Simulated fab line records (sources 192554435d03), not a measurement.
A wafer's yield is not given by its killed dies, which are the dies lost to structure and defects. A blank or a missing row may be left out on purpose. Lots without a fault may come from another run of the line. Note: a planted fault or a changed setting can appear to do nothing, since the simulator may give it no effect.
A struck lot beside a sound one | flow n5_finfet | 22 steps out of a route of 1938
Sound: these wafers, L490.3, L490.4, L490.5. Wafers struck: L497.2, L497.3, L497.5. The cause comes at the end.
Each step with rows lists, per side, the tool, then ch with its chambers, then its first start. Under that, the readings that differ: sound wafers | struck wafers | difference of the means | sigmas: that difference in standard deviations of wafers without a fault.
alike: a reading whose means differ by less than 2 such deviations, as well as words and numbers matching on both sides. not compared: withheld readings; readings where some wafer has no value; bounds like >300 that might hide an equal value; numbers whose values overlap and for which the record gives no deviation.
A row with sigmas, a row that says differs or no value, or rows on one side alone: a step with any of these is where the two part. When numbers do not overlap yet have no deviation, they are printed without sigmas and do not part them. A reading that every wafer of one side lacks parts them only if that side has two wafers or more.

first, 1 step without rows for these wafers: N5_BEOL_M3_ANNEAL_87 (time 240 s).
N5_BEOL_M3_SPUTTER_88: material Cu, target thk 4.5 nm, time 8.29 s.
  sound on pvd_sputter-01 at day 8 11:25; struck on pvd_sputter-03 at day 9 23:30
  alike: substrate_temp_c, throttle_valve_pct
then, 1 step without rows for these wafers: N5_BEOL_M3_ANNEAL_89 (time 240 s).
N5_BEOL_M3_SPUTTER_90: material Cu, target thk 4.5 nm, time 8.29 s.
  sound on pvd_sputter-01 at day 8 11:38; struck on pvd_sputter-03 at day 9 23:43
  alike: substrate_temp_c, throttle_valve_pct
then, 2 steps without rows for these wafers: N5_BEOL_M3_ANNEAL_91 (time 240 s); N5_BEOL_M3_SPUTTER_92 (material Cu, target thk 4.5 nm, time 8.29 s).
N5_BEOL_M3_ANNEAL_93: time 240 s.
  sound on pvd_sputter-01 at day 8 11:56; struck on pvd_sputter-03 at day 10 00:01
  alike: heater_power_w
then, 1 step without rows for these wafers: N5_BEOL_M3_SPUTTER_94 (material Cu, target thk 4.5 nm, time 8.29 s).
N5_BEOL_M3_ANNEAL_95: time 240 s.
  sound on pvd_sputter-01 at day 8 12:10; struck on pvd_sputter-03 at day 10 00:14
  alike: heater_power_w
then, 2 steps without rows for these wafers: N5_BEOL_M3_SPUTTER_96 (material Cu, target thk 4.5 nm, time 8.29 s); N5_BEOL_M3_ECD_50 (material Cu, target thk 300 nm).
N5_BEOL_M3_ANNEAL_51: time 90 s.
  sound on rtp_anneal-01 ch 0, day 8 12:35; struck on rtp_anneal-02 ch 0, day 10 00:37
  alike: wafer_temp_C_max
N5_BEOL_M3_CMP_52: polishes, stops on SiOC, t overpolish 6.8 s, target thk 40 nm.
  sound on cmp-01 ch 1,2, day 8 12:50; struck on cmp-02 ch 1,3, day 10 00:55
  no value came back on the struck wafers for any of 5 readings (barrier_field_endpoint_s (s), clearing_platen_down_force_psi (psi) and others); on the sound wafers barrier_field_endpoint_s (s) reads 25.3 24.6 24.4
  reading                                    | sound        | struck            | difference | sigmas
  model.Cu_of_BEOL_M3_ECD_50.thk_nm (nm)     | 41.8 41 41.8 | 300.8 306.2 304.6 | +262.3     |
  model.SiO2_of_BEOL_M3_PECVD_72.thk_nm (nm) | 0 0 0        | 15.4 15.8 15.8    | +15.7      |
  not compared: model.SiOC_of_BEOL_M3_ILD_DEP_00.thk_nm
N5_BEOL_M3_THK_MEAS_53: measures by xrf.
  sound on film_metro-02 at day 8 13:05; struck on film_metro-01 at day 10 01:10
  reading     | sound          | struck            | difference | sigmas
  M3_THK (nm) | 42.3 41.6 42.4 | 293.2 299.0 297.2 | +254.4     | +99 or more
then, 4 steps without rows for these wafers: N5_BEOL_M3_PRE_CLEAN_60 (time 15 s); N5_BEOL_M3_CO_CAP_55 (material Co, precursor CCTBA/H2, target thk 2 nm, time 102.1 s); N5_BEOL_M3_PRE_CLEAN_56 (time 15 s); N5_BEOL_M3_DEP_57 (deposits SiCN from 3MS/NH3, target thk 8 nm, time 14 s).
N5_BEOL_M3_RS_MEAS_58: uses a four-point probe to measure.
  sound on film_metro-02 at day 8 13:21; struck on film_metro-02 at day 10 01:26
  reading        | sound          | struck         | difference | sigmas
  M3_RS (ohm/sq) | 0.63 0.65 0.63 | 0.06 0.06 0.06 | -0.58      | -16
N5_BEOL_M3_INSPECT_59: inspects for defects (darkfield).
  sound on defect_inspect-01 at day 8 13:23; struck on defect_inspect-01 at day 10 01:27
  reading          | sound    | struck         | difference | sigmas
  raw_defect_count | 88 65 55 | 5177 5202 5110 | +5094      | +99 or more
N5_BEOL_M4_RC_MEAS_101:
  the record has rows for the sound wafers here (prober-02 ch 0, day 9 01:25) and none for the struck ones
-- record jumps: 6 days separate the struck wafers' starts on either side; left off in module BEOL_M4, taken up again in module PASSIVATION, whose first shown step is the route's number 1936 --
N5_PASSIVATION_PROBE_49:
  only the struck wafers here have rows in the record (prober-01, day 15 14:37); the sound ones have none

WHERE THEY PART
Last at N5_PASSIVATION_PROBE_49 as far as this record goes, first at N5_BEOL_M3_CMP_52.

WHY: what had been put in by the simulator
Step skipped in full: cmp-02, at N5_BEOL_M3_CMP_52, from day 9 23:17 onward. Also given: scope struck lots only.
